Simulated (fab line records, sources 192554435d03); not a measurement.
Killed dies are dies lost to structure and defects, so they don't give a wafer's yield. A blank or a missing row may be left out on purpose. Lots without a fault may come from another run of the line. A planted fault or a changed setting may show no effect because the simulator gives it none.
Chamber matching | flow n5_finfet | N5_BEOL_M7_VIA_ETCH_34 on rie_diel-01: 4 sister chambers
The step etches SiCOH lowk in C4F6/O2, target depth 125.5 nm, time 50.5 s. 4 wafers are shown with their chamber, then 9 later ones without.

WAFERS WITH THEIR CHAMBER
wafer  | chamber | drypump_motor_current_A (A)
L727.1 | 1       | 5.7
L727.3 | 3       | 6.3
L728.2 | 0       | 6.0
L728.5 | 2       | 5.6

WAFERS WITHOUT THEIR CHAMBER
wafer  | drypump_motor_current_A (A)
L729.1 | 6.4
L729.4 | 5.7
L729.5 | 6.3
L732.3 | 5.6
L732.4 | 6.3
L732.5 | 5.7
L730.2 | 5.7
L730.5 | 5.6
L730.6 | 6.3

WHICH CHAMBER EACH WENT THROUGH
wafer  | from the rows above | in truth
L729.1 | 3                   | 3
L729.4 | 1                   | 1
L729.5 | 3                   | 3
L732.3 | 2                   | 2
L732.4 | 3                   | 3
L732.5 | 1                   | 1
L730.2 | 1                   | 1
L730.5 | 2                   | 2
L730.6 | 3                   | 3
Placed correctly: 9 of 9. Can't be placed from these rows: 0. Placed wrongly: 0.
How it was worked out, from the rows above alone: a wafer's distance from a chamber is the root of the sum, over the readings, of the square of ((its reading less the chamber's mean) divided by the reading's scatter). The wafer belongs to the nearest chamber; if the next one is less than 2 further off, it can't be placed. A chamber's mean is the mean of its shown wafers. The scatter: with one shown wafer a chamber, the root of the mean of the squares of how far each hidden wafer lies from its nearest shown one.
